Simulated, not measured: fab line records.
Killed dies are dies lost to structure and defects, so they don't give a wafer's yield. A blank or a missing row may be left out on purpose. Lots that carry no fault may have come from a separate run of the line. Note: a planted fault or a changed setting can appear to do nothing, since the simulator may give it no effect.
Which of the tools did it? + flow n5Finfet + 69 wafers from 23 lots sampled at 5 of the route's 1938 steps

WHAT THE GAUGES SHOWED, per wafer
N5_BEOL_M3_OCD_MEAS_38. Usual: trenchDepthNm reads 55.6 nm (standard deviation 0.78).
| lot  | measured     | on     | trenchDepthNm (nm) | flag |
|------|--------------|--------|--------------------|------|
| L074 | day 6 23:04  | ocd-01 | 55.7 56.7 55.7     |      |
| L075 | day 7 08:41  | ocd-02 | 54.4 55.5 54.6     |      |
| L076 | day 8 01:10  | ocd-01 | 56.6 55.1 55.2     |      |
| L077 | day 8 01:24  | ocd-02 | 55.4 56.4 55.7     |      |
| L078 | day 8 00:34  | ocd-01 | 55.6 55.6 55.2     |      |
| L079 | day 8 04:31  | ocd-01 | 55.0 56.0 55.3     |      |
| L080 | day 8 14:49  | ocd-01 | 55.4 56.0 54.1     |      |
| L081 | day 9 02:05  | ocd-01 | 56.1 55.7 55.4     |      |
| L083 | day 9 05:43  | ocd-02 | 56.0 54.5 56.2     |      |
| L082 | day 9 05:49  | ocd-01 | 55.6 56.0 55.8     |      |
| L084 | day 9 12:01  | ocd-02 | 57.8 55.5 55.0     |      |
| L085 | day 10 07:23 | ocd-02 | 55.1 55.6 56.4     |      |
| L086 | day 10 07:46 | ocd-01 | 54.4 55.2 54.9     |      |
| L087 | day 10 10:43 | ocd-01 | 55.1 55.9 55.6     |      |
| L088 | day 10 17:49 | ocd-02 | 56.4 54.9 55.4     |      |
| L089 | day 10 20:09 | ocd-02 | 54.9 56.8 58.1     |      |
| L090 | day 10 23:27 | ocd-02 | 55.3 56.6 55.8     |      |
| L092 | day 11 12:17 | ocd-01 | 56.9 57.6 55.9     |      |
| L091 | day 11 15:59 | ocd-02 | 56.8 56.2 56.9     |      |
| L093 | day 11 22:53 | ocd-02 | 55.1 55.4 56.0     |      |
| L095 | day 12 08:14 | ocd-01 | 55.0 55.0 56.0     |      |
| L096 | day 12 17:42 | ocd-02 | 54.9 55.6 55.3     |      |
| L097 | day 12 17:53 | ocd-02 | 55.3 54.8 56.1     |      |

TOOL THAT RAN EACH LOT (tool first, then ch and the chambers of the sampled wafers, then the start)
| lot  | N5_BEOL_M3_DESCUM_16              | N5_BEOL_M3_HM_OPEN_17            | N5_BEOL_M3_ETCH_69                | N5_BEOL_M3_VIA_ETCH_34            |
|------|-----------------------------------|----------------------------------|-----------------------------------|-----------------------------------|
| L074 | rieDiel-04 ch 0,1,2, day 6 21:14  | rieMetal-03 ch 0,1, day 6 21:29  | rieDiel-04 ch 1,3, day 6 22:17    | rieDiel-04 ch 2,3, day 6 22:49    |
| L075 | rieDiel-04 ch 0,1,3, day 7 06:55  | rieMetal-02 ch 0,1, day 7 07:15  | rieDiel-05 ch 1,2,3, day 7 08:04  | rieDiel-05 ch 0,1,3, day 7 08:26  |
| L076 | rieDiel-03 ch 0,1,3, day 7 13:46  | rieMetal-03 ch 0,1, day 7 14:01  | rieDiel-05 ch 1,3, day 7 14:41    | rieDiel-05 ch 0,2,3, day 8 00:54  |
| L077 | rieDiel-04 ch 0,1,2, day 7 13:58  | rieMetal-02 ch 0,1, day 7 14:13  | rieDiel-04 ch 0,1,3, day 7 14:58  | rieDiel-03 ch 0,1,3, day 8 01:08  |
| L078 | rieDiel-03 ch 0,1,3, day 7 14:28  | rieMetal-03 ch 0, day 7 14:43    | rieDiel-03 ch 1,3, day 7 16:25    | rieDiel-03 ch 0,1,2, day 8 00:19  |
| L079 | rieDiel-05 ch 0,1,3, day 8 02:35  | rieMetal-03 ch 0,1, day 8 02:50  | rieDiel-05 ch 0,1,3, day 8 03:38  | rieDiel-04 ch 0,3, day 8 04:15    |
| L080 | rieDiel-05 ch 1,2, day 8 13:16    | rieMetal-03 ch 1, day 8 13:31    | rieDiel-04 ch 0,3, day 8 14:13    | rieDiel-05 ch 1,2,3, day 8 14:34  |
| L081 | rieDiel-05 ch 0,3, day 8 17:47    | rieMetal-02 ch 0,1, day 8 18:02  | rieDiel-03 ch 0,1, day 8 18:43    | rieDiel-03 ch 0,1, day 9 01:50    |
| L083 | rieDiel-05 ch 1,2,3, day 8 21:38  | rieMetal-02 ch 0,1, day 8 21:53  | rieDiel-04 ch 0,1,3, day 8 22:37  | rieDiel-05 ch 1,2, day 9 05:27    |
| L082 | rieDiel-04 ch 0,2,3, day 9 00:37  | rieMetal-01 ch 0,1, day 9 00:52  | rieDiel-05 ch 0,1, day 9 01:40    | rieDiel-04 ch 2,3, day 9 05:33    |
| L084 | rieDiel-03 ch 0,1,3, day 9 10:15  | rieMetal-03 ch 1, day 9 10:30    | rieDiel-04 ch 1,2,3, day 9 11:26  | rieDiel-05 ch 0,1,2, day 9 11:46  |
| L085 | rieDiel-03 ch 1,3, day 10 01:58   | rieMetal-01 ch 0,1, day 10 02:13 | rieDiel-04 ch 1,3, day 10 03:03   | rieDiel-03 ch 1,2, day 10 07:08   |
| L086 | rieDiel-03 ch 0,3, day 10 02:12   | rieMetal-02 ch 0,1, day 10 02:29 | rieDiel-04 ch 0,2, day 10 03:15   | rieDiel-04 ch 0,3, day 10 07:30   |
| L087 | rieDiel-03 ch 1,2, day 10 02:37   | rieMetal-01 ch 0,1, day 10 02:51 | rieDiel-05 ch 0,2, day 10 03:32   | rieDiel-04 ch 0,1,2, day 10 10:28 |
| L088 | rieDiel-04 ch 0,1,2, day 10 15:55 | rieMetal-02 ch 1, day 10 16:13   | rieDiel-05 ch 0,2,3, day 10 16:59 | rieDiel-04 ch 1,2, day 10 17:33   |
| L089 | rieDiel-03 ch 0,1,2, day 10 16:21 | rieMetal-03 ch 0,1, day 10 16:36 | rieDiel-04 ch 0,1,2, day 10 17:21 | rieDiel-03 ch 0,2,3, day 10 19:54 |
| L090 | rieDiel-04 ch 0,2,3, day 10 21:52 | rieMetal-02 ch 0,1, day 10 22:07 | rieDiel-05 ch 2,3, day 10 22:50   | rieDiel-03 ch 0,2,3, day 10 23:11 |
| L092 | rieDiel-04 ch 1,2,3, day 11 06:27 | rieMetal-01 ch 0,1, day 11 06:43 | rieDiel-03 ch 0,2,3, day 11 07:43 | rieDiel-03 ch 0,1,3, day 11 12:02 |
| L091 | rieDiel-05 ch 0,1,3, day 11 08:04 | rieMetal-01 ch 0,1, day 11 08:19 | rieDiel-03 ch 0,2, day 11 09:02   | rieDiel-05 ch 1,2, day 11 15:44   |
| L093 | rieDiel-03 ch 0,1,3, day 11 21:20 | rieMetal-03 ch 0,1, day 11 21:35 | rieDiel-03 ch 0,1,3, day 11 22:16 | rieDiel-03 ch 0,1,2, day 11 22:38 |
| L095 | rieDiel-04 ch 1,2,3, day 12 04:05 | rieMetal-03 ch 0,1, day 12 04:20 | rieDiel-05 ch 1,2,3, day 12 05:10 | rieDiel-03 ch 0,1,3, day 12 07:58 |
| L096 | rieDiel-05 ch 1,2,3, day 12 11:31 | rieMetal-02 ch 0,1, day 12 11:46 | rieDiel-05 ch 1,2,3, day 12 12:32 | rieDiel-05 ch 1,3, day 12 17:27   |
| L097 | rieDiel-03 ch 0,3, day 12 13:38   | rieMetal-02 ch 1, day 12 13:53   | rieDiel-03 ch 0,1, day 12 14:41   | rieDiel-03 ch 0,1,3, day 12 17:37 |
- N5_BEOL_M3_DESCUM_16: chemistry O2, time 7 s.
- N5_BEOL_M3_HM_OPEN_17: chemistry Cl2/BCl3, target TiN, target depth 20 nm, overetch 6 nm.
- N5_BEOL_M3_ETCH_69: etches SiARC in CF4, target depth 15.6 nm, time 26 s.
- N5_BEOL_M3_VIA_ETCH_34: etches the open film in C4F6/O2, target depth 69.4 nm, time 65.9 s.

AS READ BY THE TOOLS THEMSELVES (means over the sampled wafers that have a number; for cases with no such wafer, the mark the record gives instead)
N5_BEOL_M3_DESCUM_16. Usual: drypumpMotorCurrentA 5.84 A, standard deviation 0.24; oesProductAu 0.78 a.u., standard deviation 0.083; rfVppV 243.0 V, standard deviation 1.6; showerheadPlenumPTorr 2.09 Torr, standard deviation 0.089; throttleValvePct 20.51 %, standard deviation 0.23.
| lot  | tool       | drypumpMotorCurrentA (A) | oesProductAu (a.u.) | rfVppV (V) | showerheadPlenumPTorr (Torr) | throttleValvePct (%) | flag |
|------|------------|--------------------------|---------------------|------------|------------------------------|----------------------|------|
| L074 | rieDiel-04 | 5.69                     | 0.77                | 242.0      | 2.00                         | 20.33                |      |
| L075 | rieDiel-04 | 5.93                     | 0.78                | 241.8      | 2.04                         | 20.42                |      |
| L076 | rieDiel-03 | 5.89                     | 0.72                | 242.1      | 2.03                         | 20.60                |      |
| L077 | rieDiel-04 | 5.72                     | 0.76                | 242.5      | 2.00                         | 20.34                |      |
| L078 | rieDiel-03 | 5.87                     | 0.72                | 242.4      | 2.03                         | 20.61                |      |
| L079 | rieDiel-05 | 5.82                     | 0.71                | 242.1      | 2.05                         | 20.66                |      |
| L080 | rieDiel-05 | 5.75                     | 0.81                | 244.3      | 2.18                         | 20.60                |      |
| L081 | rieDiel-05 | 5.88                     | 0.71                | 242.3      | 2.05                         | 20.77                |      |
| L083 | rieDiel-05 | 5.83                     | 0.77                | 243.5      | 2.10                         | 20.59                |      |
| L082 | rieDiel-04 | 5.78                     | 0.79                | 243.6      | 2.10                         | 20.42                |      |
| L084 | rieDiel-03 | 5.88                     | 0.81                | 244.1      | 2.11                         | 20.48                |      |
| L085 | rieDiel-03 | 5.64                     | 0.81                | 242.8      | 2.08                         | 20.40                |      |
| L086 | rieDiel-03 | 6.10                     | 0.79                | 243.5      | 2.14                         | 20.56                |      |
| L087 | rieDiel-03 | 5.63                     | 0.75                | 243.2      | 2.06                         | 20.57                |      |
| L088 | rieDiel-04 | 5.71                     | 0.82                | 243.4      | 2.08                         | 20.26                |      |
| L089 | rieDiel-03 | 5.86                     | 0.74                | 243.0      | 2.09                         | 20.65                |      |
| L090 | rieDiel-04 | 5.78                     | 0.78                | 243.8      | 2.09                         | 20.44                |      |
| L092 | rieDiel-04 | 5.95                     | 0.81                | 242.6      | 2.11                         | 20.36                |      |
| L091 | rieDiel-05 | 5.83                     | 0.80                | 242.2      | 2.04                         | 20.56                |      |
| L093 | rieDiel-03 | 5.89                     | 0.78                | 243.0      | 2.10                         | 20.51                |      |
| L095 | rieDiel-04 | 5.96                     | 0.80                | 244.1      | 2.10                         | 20.35                |      |
| L096 | rieDiel-05 | 5.82                     | 0.83                | 242.9      | 2.09                         | 20.50                |      |
| L097 | rieDiel-03 | 6.13                     | 0.77                | 242.9      | 2.13                         | 20.59                |      |

N5_BEOL_M3_HM_OPEN_17. Usual: bcl3FlowSccm 21.74 sccm, standard deviation 0.072; drypumpMotorCurrentA 5.5 A, standard deviation 0.51; oesProductAu 0.65 a.u., standard deviation 0.089; throttleValvePct 22.14 %, standard deviation 0.29.
| lot  | tool        | bcl3FlowSccm (sccm) | drypumpMotorCurrentA (A) | oesProductAu (a.u.) | throttleValvePct (%) | flag |
|------|-------------|---------------------|--------------------------|---------------------|----------------------|------|
| L074 | rieMetal-03 | 21.76               | 5.3                      | 0.76                | 21.84                |      |
| L075 | rieMetal-02 | 21.71               | 5.5                      | 0.56                | 22.40                |      |
| L076 | rieMetal-03 | 21.77               | 5.4                      | 0.74                | 21.86                |      |
| L077 | rieMetal-02 | 21.74               | 5.5                      | 0.55                | 22.34                |      |
| L078 | rieMetal-03 | 21.86               | 6.4                      | 0.75                | 21.63                |      |
| L079 | rieMetal-03 | 21.72               | 5.3                      | 0.75                | 21.84                |      |
| L080 | rieMetal-03 | 21.74               | 4.8                      | 0.73                | 21.95                |      |
| L081 | rieMetal-02 | 21.76               | 5.5                      | 0.55                | 22.35                |      |
| L083 | rieMetal-02 | 21.81               | 5.5                      | 0.55                | 22.33                |      |
| L082 | rieMetal-01 | 21.70               | 5.4                      | 0.72                | 22.24                |      |
| L084 | rieMetal-03 | 21.69               | 4.8                      | 0.73                | 21.96                |      |
| L085 | rieMetal-01 | 21.67               | 5.6                      | 0.71                | 22.27                |      |
| L086 | rieMetal-02 | 21.84               | 5.5                      | 0.55                | 22.44                |      |
| L087 | rieMetal-01 | 21.74               | 5.4                      | 0.72                | 22.24                |      |
| L088 | rieMetal-02 | 21.64               | 5.6                      | 0.53                | 22.25                |      |
| L089 | rieMetal-03 | 21.63               | 5.8                      | 0.73                | 21.75                |      |
| L090 | rieMetal-02 | 21.76               | 5.5                      | 0.54                | 22.43                |      |
| L092 | rieMetal-01 | 21.72               | 5.4                      | 0.71                | 22.24                |      |
| L091 | rieMetal-01 | 21.69               | 5.4                      | 0.70                | 22.25                |      |
| L093 | rieMetal-03 | 21.71               | 5.9                      | 0.71                | 21.76                |      |
| L095 | rieMetal-03 | 21.74               | 5.9                      | 0.72                | 21.75                |      |
| L096 | rieMetal-02 | 21.81               | 5.5                      | 0.53                | 22.37                |      |
| L097 | rieMetal-02 | 21.78               | 5.6                      | 0.52                | 22.28                |      |

N5_BEOL_M3_ETCH_69. Usual: drypumpMotorCurrentA 5.84 A, standard deviation 0.23; etchRfOnTimeS 26.0 s, standard deviation 0.4; oesProductAu 0.67 a.u., standard deviation 0.072; rfVppV 183.9 V, standard deviation 1.3; showerheadPlenumPTorr 2.13 Torr, standard deviation 0.08; throttleValvePct 15.70 %, standard deviation 0.24.
| lot  | tool       | drypumpMotorCurrentA (A) | etchRfOnTimeS (s) | oesProductAu (a.u.) | rfVppV (V) | showerheadPlenumPTorr (Torr) | throttleValvePct (%) | flag |
|------|------------|--------------------------|-------------------|---------------------|------------|------------------------------|----------------------|------|
| L074 | rieDiel-04 | 6.15                     | 26.5              | 0.67                | 184.9      | 2.12                         | 15.70                |      |
| L075 | rieDiel-05 | 5.83                     | 25.7              | 0.67                | 183.4      | 2.15                         | 15.72                |      |
| L076 | rieDiel-05 | 5.88                     | 25.9              | 0.63                | 183.2      | 2.08                         | 15.77                |      |
| L077 | rieDiel-04 | 5.93                     | 26.0              | 0.66                | 184.0      | 2.10                         | 15.64                |      |
| L078 | rieDiel-03 | 5.71                     | 26.1              | 0.60                | 182.3      | 2.04                         | 15.75                |      |
| L079 | rieDiel-05 | 5.82                     | 26.2              | 0.61                | 184.2      | 2.10                         | 15.86                |      |
| L080 | rieDiel-04 | 5.75                     | 25.9              | 0.63                | 183.2      | 2.09                         | 15.79                |      |
| L081 | rieDiel-03 | 6.03                     | 25.9              | 0.62                | 184.0      | 2.11                         | 15.83                |      |
| L083 | rieDiel-04 | 5.90                     | 26.0              | 0.66                | 183.3      | 2.09                         | 15.67                |      |
| L082 | rieDiel-05 | 5.72                     | 26.4              | 0.58                | 184.0      | 2.12                         | 15.85                |      |
| L084 | rieDiel-04 | 5.93                     | 26.2              | 0.71                | 183.4      | 2.17                         | 15.52                |      |
| L085 | rieDiel-04 | 6.08                     | 26.2              | 0.68                | 182.8      | 2.10                         | 15.55                |      |
| L086 | rieDiel-04 | 5.51                     | 26.1              | 0.67                | 182.8      | 2.13                         | 15.59                |      |
| L087 | rieDiel-05 | 5.80                     | 25.9              | 0.63                | 184.8      | 2.16                         | 15.95                |      |
| L088 | rieDiel-05 | 5.87                     | 25.8              | 0.64                | 184.2      | 2.14                         | 15.88                |      |
| L089 | rieDiel-04 | 5.71                     | 26.3              | 0.69                | 183.8      | 2.14                         | 15.47                |      |
| L090 | rieDiel-05 | 5.94                     | 25.7              | 0.66                | 184.1      | 2.12                         | 15.80                |      |
| L092 | rieDiel-03 | 5.92                     | 25.8              | 0.68                | 185.0      | 2.20                         | 15.64                |      |
| L091 | rieDiel-03 | 6.07                     | 26.0              | 0.62                | 184.6      | 2.15                         | 15.85                |      |
| L093 | rieDiel-03 | 5.87                     | 26.2              | 0.67                | 184.8      | 2.15                         | 15.68                |      |
| L095 | rieDiel-05 | 5.84                     | 25.8              | 0.71                | 184.5      | 2.14                         | 15.62                |      |
| L096 | rieDiel-05 | 5.83                     | 25.6              | 0.71                | 184.3      | 2.14                         | 15.64                |      |
| L097 | rieDiel-03 | 5.79                     | 25.9              | 0.61                | 183.1      | 2.08                         | 15.87                |      |

N5_BEOL_M3_VIA_ETCH_34. Usual: C4F6_flow_sccm 10.00 sccm, standard deviation 0.031; drypumpMotorCurrentA 5.84 A, standard deviation 0.24; oesProductAu 0.77 a.u., standard deviation 0.082; rfVppV 664 V, standard deviation 13; showerheadPlenumPTorr 2.84 Torr, standard deviation 0.11; throttleValvePct 30.91 %, standard deviation 0.22.
| lot  | tool       | C4F6_flow_sccm (sccm) | drypumpMotorCurrentA (A) | oesProductAu (a.u.) | rfVppV (V) | showerheadPlenumPTorr (Torr) | throttleValvePct (%) | flag |
|------|------------|-----------------------|--------------------------|---------------------|------------|------------------------------|----------------------|------|
| L074 | rieDiel-04 | 9.98                  | 5.81                     | 0.71                | 661        | 2.75                         | 31.02                |      |
| L075 | rieDiel-05 | 9.99                  | 5.83                     | 0.71                | 656        | 2.79                         | 31.01                |      |
| L076 | rieDiel-05 | 9.99                  | 5.86                     | 0.77                | 654        | 2.86                         | 31.10                |      |
| L077 | rieDiel-03 | 9.99                  | 5.88                     | 0.73                | 670        | 2.76                         | 30.91                |      |
| L078 | rieDiel-03 | 10.01                 | 5.88                     | 0.75                | 674        | 2.84                         | 30.83                |      |
| L079 | rieDiel-04 | 9.97                  | 5.99                     | 0.74                | 661        | 2.80                         | 31.15                |      |
| L080 | rieDiel-05 | 10.00                 | 5.83                     | 0.77                | 652        | 2.86                         | 31.03                |      |
| L081 | rieDiel-03 | 10.00                 | 5.81                     | 0.74                | 665        | 2.76                         | 30.89                |      |
| L083 | rieDiel-05 | 10.03                 | 5.78                     | 0.81                | 645        | 2.95                         | 31.12                |      |
| L082 | rieDiel-04 | 9.97                  | 6.00                     | 0.79                | 660        | 2.91                         | 31.04                |      |
| L084 | rieDiel-05 | 10.00                 | 5.77                     | 0.74                | 649        | 2.88                         | 31.11                |      |
| L085 | rieDiel-03 | 10.02                 | 5.67                     | 0.74                | 675        | 2.86                         | 30.73                |      |
| L086 | rieDiel-04 | 10.03                 | 5.98                     | 0.73                | 660        | 2.79                         | 31.16                |      |
| L087 | rieDiel-04 | 10.02                 | 5.71                     | 0.81                | 657        | 2.84                         | 30.81                |      |
| L088 | rieDiel-04 | 9.98                  | 5.76                     | 0.87                | 656        | 2.95                         | 30.69                |      |
| L089 | rieDiel-03 | 10.00                 | 5.93                     | 0.81                | 683        | 2.93                         | 30.75                |      |
| L090 | rieDiel-03 | 9.99                  | 5.92                     | 0.80                | 681        | 2.93                         | 30.74                |      |
| L092 | rieDiel-03 | 10.02                 | 5.88                     | 0.79                | 673        | 2.86                         | 30.81                |      |
| L091 | rieDiel-05 | 10.01                 | 5.76                     | 0.88                | 645        | 2.94                         | 31.04                |      |
| L093 | rieDiel-03 | 10.04                 | 5.84                     | 0.72                | 673        | 2.82                         | 30.84                |      |
| L095 | rieDiel-03 | 9.99                  | 5.89                     | 0.78                | 674        | 2.85                         | 30.81                |      |
| L096 | rieDiel-05 | 10.02                 | 5.90                     | 0.79                | 656        | 2.76                         | 30.89                |      |
| L097 | rieDiel-03 | 10.01                 | 5.88                     | 0.77                | 673        | 2.85                         | 30.81                |      |

THE ANSWER, worked out from the rows above alone
Rule: a lot is off if the mean of its wafers that have a number lies more than 3 standard deviations from the usual mean. Also off: a lot with no number at a reading for which 4 or more lots have one. All remaining lots with rows at the step are treated as sound. First the gauges in route order, then the tools' own readings, where a lot's mean is used as printed above. At the first step where some lot is off, the reading lying furthest off is the one used; lots without a number count as furthest.
No lot is off on any of the readings shown, so nothing can be concluded from this.

WHAT THE SIMULATOR HAD PUT IN
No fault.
